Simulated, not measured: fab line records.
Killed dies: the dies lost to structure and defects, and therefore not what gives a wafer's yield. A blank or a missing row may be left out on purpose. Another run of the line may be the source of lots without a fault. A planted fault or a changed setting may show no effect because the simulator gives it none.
Lot-split experiment	flow n5_finfet	on a route of 1938 steps: 7 lots, 39 wafers read

== SPLIT DETAILS ==
At N5_SDB_HM_DEP_00 (deposits SiNx from SiH4/NH3/N2, target thk 40 nm, time 35.3 s), the setting time_s was moved away from the recipe's 35.3 s on 12 of the 39 wafers read, by -19.5% to +47.8%. For the rest of the wafers, this setting stayed at what the recipe calls for.

== FROM THE SPLIT TO THE READING: what the file shows between them, 4 steps ==
- N5_SDB_COAT_03: time 60 s, resist thk 100 nm
- N5_SDB_COAT_04: time 60 s, resist thk 18 nm
- N5_SDB_STRIP_19: strips in N2/H2
- N5_SDB_STRIP_21: strips in CF4

== THE READING ==
etch.depth_nm (the simulator's own value, which no gauge read), in nm, at N5_SDB_HM_OPEN_20 (chemistry CH3F/O2, target SiNx, stops on poly-Si, target depth 24 nm). No usual value for it is given in the file. Average 23.79 nm, standard deviation 0.5 nm, over the 27 wafers here run with the recipe.

wafer	tool, chamber at the split	time_s as run, s	against the recipe	etch.depth_nm, nm	against lot-mates on the recipe
L079.1	pecvd-01, 1	46.33	+31.2%	33.44	+9.10
L079.2	pecvd-01, 0	46.33	+31.2%	32.67	+8.33
L079.3	pecvd-01, 2	35.3	recipe	24.28	-
L079.4	pecvd-01, 2	46.33	+31.2%	33.86	+9.52
L079.5	pecvd-01, 1,0	35.3	recipe	24.39	-
L079.6	pecvd-01, 1,0	35.3	recipe	24.36	-
L080.1	pecvd-01, 2	35.3	recipe	23.65	-
L080.2	pecvd-01, 0	46.47	+31.6%	34.22	+10.26
L080.3	pecvd-01, 1	46.47	+31.6%	33.6	+9.64
L080.4	pecvd-01, 0	46.47	+31.6%	33.2	+9.24
L080.5	pecvd-01, 1	35.3	recipe	24.31	-
L080.6	pecvd-01, 2	35.3	recipe	23.91	-
L081.1	pecvd-02, 2	35.3	recipe	22.87	-
L081.4	pecvd-02, 1	35.3	recipe	23.78	-
L081.6	pecvd-02, 1	35.3	recipe	24.65	-
L085.1	pecvd-01, 2	35.3	recipe	23.06	-
L085.2	pecvd-01, 1,2	35.3	recipe	23.16	-
L085.3	pecvd-01, 2	35.3	recipe	23.55	-
L085.4	pecvd-01, 1	35.3	recipe	23.43	-
L085.5	pecvd-01, 1	35.3	recipe	23.75	-
L085.6	pecvd-01, 1,2	35.3	recipe	23.22	-
L088.1	pecvd-02, 2	35.3	recipe	23.41	-
L088.2	pecvd-02, 1	35.3	recipe	23.53	-
L088.3	pecvd-02, 0	28.41	-19.5%	15.32	-8.37
L088.4	pecvd-02, 2	35.3	recipe	24.13	-
L088.5	pecvd-02, 0	28.41	-19.5%	16.28	-7.41
L088.6	pecvd-02, 1	28.41	-19.5%	15.98	-7.71
L091.1	pecvd-01, 0,1	52.19	+47.8%	33.08	+8.87
L091.2	pecvd-01, 0,1	52.19	+47.8%	33.02	+8.81
L091.3	pecvd-01, 2	35.3	recipe	23.55	-
L091.4	pecvd-01, 2	35.3	recipe	24.66	-
L091.5	pecvd-01, 1	52.19	+47.8%	33.19	+8.98
L091.6	pecvd-01, 0	35.3	recipe	24.41	-
L096.1	pecvd-02, 2,0	35.3	recipe	23.14	-
L096.2	pecvd-02, 1	35.3	recipe	23.68	-
L096.3	pecvd-02, 2,0	35.3	recipe	23.29	-
L096.4	pecvd-02, 1	35.3	recipe	23.95	-
L096.5	pecvd-02, 2	35.3	recipe	24.35	-
L096.6	pecvd-02, 0	35.3	recipe	23.89	-
When a row names more than one chamber, that row covers several wafers, and the file does not tell which wafer ran in which chamber.

THE FIT
A straight line over all 39 wafers: etch.depth_nm changes by +0.266 nm for each +1% of time_s; r = +0.96; the points scatter about the line by 1.4 nm.
The same after taking each lot's own level away (the mean of its wafers on the recipe; 39 wafers): +0.256 nm for each +1%; r = +0.96; scatter 1.4 nm.
Per that fit: largest time_s move, reading shift of 12 nm.
The span of the lots' own levels, 23.362 to 24.343 nm, comes to 2.0 times the standard deviation stated above.
So the lot-to-lot level changes the slope little: the two slopes agree.
Check: +12.6 nm against its lot-mates is what the line predicts for one of the wafers moved furthest among these (+47.8%) when that wafer is left out of the fit. Against them it came out at +8.87 nm.

== OTHER SPLITS APPLIED TO THESE WAFERS ==
Other splits were also applied to these wafers ahead of the reading. Each is held against what the fit with the lots' levels taken away leaves over:
other split on the same wafers	wafers away from the commonest value	r with etch.depth_nm (lot level and that fit taken away)
N5_FIN_SAQP_PECVD_47 time_s	15	+0.25

== THE WHOLE CHAIN: every reading that the file lists as answering this split, in the file's order ==
step	what it does	reading	change (the file's fit)	r (the file's)
N5_SDB_HM_DEP_00	deposits SiNx from SiH4/NH3/N2, target thk 40 nm, time 35.3 s	SiNx_of_SDB_HM_DEP_00.thk_nm (the simulator's own value, which no gauge read)	+0.398 nm for each +1% of the setting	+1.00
N5_SDB_HM_OPEN_20	chemistry CH3F/O2, target SiNx, stops on poly-Si, target depth 24 nm	etch.depth_nm (the simulator's own value, which no gauge read)	+0.251 nm for each +1% of the setting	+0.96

== THE FILE'S OWN FIT ==
etch.depth_nm changes by +0.251 nm for each +1% of time_s, r = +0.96.
